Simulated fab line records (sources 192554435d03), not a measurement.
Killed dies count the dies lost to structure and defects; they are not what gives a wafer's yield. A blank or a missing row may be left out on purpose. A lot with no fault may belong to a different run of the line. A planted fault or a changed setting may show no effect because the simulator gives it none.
Chamber matching + flow n5_finfet + 4 sister chambers for N5_BEOL_M0_SAQP_ETCH_83 on rie_diel-04
The step etches SiARC in CF4, target depth 39 nm, time 65 s. 22 wafers are shown with their chamber, then 11 later ones without.

== WAFERS, EACH WITH ITS CHAMBER ==
| wafer  | chamber | drypump_motor_current_A (A) | showerhead_plenum_p_Torr (Torr) | throttle_valve_pct (%) |
|--------|---------|-----------------------------|---------------------------------|------------------------|
| L075.3 | 2       | 5.8                         | 2.21                            | 15.28                  |
| L075.4 | 1       | 6.1                         | 2.13                            | 15.89                  |
| L075.6 | 2       | 5.7                         | 2.21                            | 15.27                  |
| L076.3 | 0       | 4.7                         | 2.04                            | 15.69                  |
| L076.4 | 0       | 4.7                         | 2.04                            | 15.71                  |
| L076.6 | 2       | 5.7                         | 2.21                            | 15.28                  |
| L082.1 | 0       | 4.7                         | 2.04                            | 15.72                  |
| L082.2 | 2       | 5.8                         | 2.21                            | 15.32                  |
| L082.3 | 3       | 6.0                         | 2.13                            | 16.11                  |
| L083.3 | 2       | 5.7                         | 2.21                            | 15.30                  |
| L083.4 | 2       | 5.7                         | 2.21                            | 15.29                  |
| L083.5 | 3       | 5.9                         | 2.13                            | 16.12                  |
| L084.3 | 3       | 5.9                         | 2.13                            | 16.11                  |
| L084.4 | 0       | 4.7                         | 2.03                            | 15.74                  |
| L084.6 | 3       | 5.9                         | 2.13                            | 16.10                  |
| L085.2 | 0       | 4.7                         | 2.03                            | 15.73                  |
| L085.4 | 2       | 5.7                         | 2.20                            | 15.34                  |
| L085.5 | 3       | 5.9                         | 2.13                            | 16.11                  |
| L088.1 | 3       | 5.9                         | 2.12                            | 16.13                  |
| L088.3 | 1       | 6.1                         | 2.12                            | 15.42                  |
| L088.5 | 2       | 5.7                         | 2.20                            | 15.32                  |
| L089.1 | 0       | 4.7                         | 2.03                            | 15.78                  |

SIGNATURES (means of the wafers above)
| reading                  | chamber 0 | chamber 1 | chamber 2 | chamber 3 | scatter within a chamber |
|--------------------------|-----------|-----------|-----------|-----------|--------------------------|
| drypump_motor_current_A  | 4.700     | 6.100     | 5.725     | 5.917     | 0.036                    |
| showerhead_plenum_p_Torr | 2.0350    | 2.1250    | 2.2075    | 2.1283    | 0.00491                  |
| throttle_valve_pct       | 15.7283   | 15.6550   | 15.3000   | 16.1133   | 0.0816                   |
Rule: distance of a wafer from a chamber = root of the sum over the readings of ((wafer's reading minus chamber's mean) / reading's scatter) squared. The wafer belongs to the nearest chamber; if the next one is less than 2 further off, it can't be placed. How the scatter is found: for the shown wafers, subtract from each reading the mean of its chamber, square and add these, divide the total by (wafers less chambers), then take the root.

== WAFERS WITH NO CHAMBER GIVEN ==
| wafer  | drypump_motor_current_A (A) | showerhead_plenum_p_Torr (Torr) | throttle_valve_pct (%) |
|--------|-----------------------------|---------------------------------|------------------------|
| L089.5 | 6.0                         | 2.12                            | 15.42                  |
| L089.6 | 5.8                         | 2.20                            | 15.33                  |
| L094.1 | 6.1                         | 2.12                            | 15.44                  |
| L094.2 | 5.9                         | 2.12                            | 16.15                  |
| L094.3 | 4.7                         | 2.03                            | 15.77                  |
| L096.2 | 6.1                         | 2.12                            | 15.45                  |
| L096.4 | 4.7                         | 2.03                            | 15.77                  |
| L096.5 | 4.7                         | 2.03                            | 15.78                  |
| L097.1 | 6.0                         | 2.12                            | 16.15                  |
| L097.3 | 6.1                         | 2.12                            | 15.44                  |
| L097.5 | 5.9                         | 2.12                            | 16.16                  |

== WHICH CHAMBER EACH ONE RAN IN ==
| wafer  | from the rows above | in truth |
|--------|---------------------|----------|
| L089.5 | 1                   | 1        |
| L089.6 | 2                   | 2        |
| L094.1 | 1                   | 1        |
| L094.2 | 3                   | 3        |
| L094.3 | 0                   | 0        |
| L096.2 | 1                   | 1        |
| L096.4 | 0                   | 0        |
| L096.5 | 0                   | 0        |
| L097.1 | 3                   | 3        |
| L097.3 | 1                   | 1        |
| L097.5 | 3                   | 3        |
Placed correctly: 11 of 11. Not placeable from these rows: 0. Number placed wrongly: 0.
